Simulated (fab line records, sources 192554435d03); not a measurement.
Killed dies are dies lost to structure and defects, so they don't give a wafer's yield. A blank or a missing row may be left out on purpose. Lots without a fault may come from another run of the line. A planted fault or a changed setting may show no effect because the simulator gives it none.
Chamber matching | flow n5_finfet | N5_FIN_CUT_STRIP_22 on rie_diel-03: 4 sister chambers
The step strips in N2/H2. 4 wafers are shown with their chamber, then 7 later ones without.

WAFERS WITH THEIR CHAMBER
wafer  | chamber | showerhead_plenum_p_Torr (Torr)
L076.2 | 3       | 3.36
L080.5 | 1       | 3.35
L088.1 | 2       | 3.47
L088.2 | 0       | 3.41

WAFERS WITHOUT THEIR CHAMBER
wafer  | showerhead_plenum_p_Torr (Torr)
L088.5 | 3.47
L090.2 | 3.35
L090.3 | 3.34
L090.5 | 3.41
L094.2 | 3.40
L094.3 | 3.34
L094.5 | 3.40

WHICH CHAMBER EACH WENT THROUGH
wafer  | from the rows above     | in truth
L088.5 | 2                       | 2
L090.2 | can't be placed: 1 or 3 | 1
L090.3 | can't be placed: 1 or 3 | 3
L090.5 | 0                       | 0
L094.2 | 0                       | 0
L094.3 | can't be placed: 1 or 3 | 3
L094.5 | 0                       | 0
Placed correctly: 4 of 7. Can't be placed from these rows: 3 (the true chamber is among the candidates in 3). Placed wrongly: 0.
How it was worked out, from the rows above alone: a wafer's distance from a chamber is the root of the sum, over the readings, of the square of ((its reading less the chamber's mean) divided by the reading's scatter). The wafer belongs to the nearest chamber; if the next one is less than 2 further off, it can't be placed. A chamber's mean is the mean of its shown wafers. The scatter: with one shown wafer a chamber, the root of the mean of the squares of how far each hidden wafer lies from its nearest shown one.
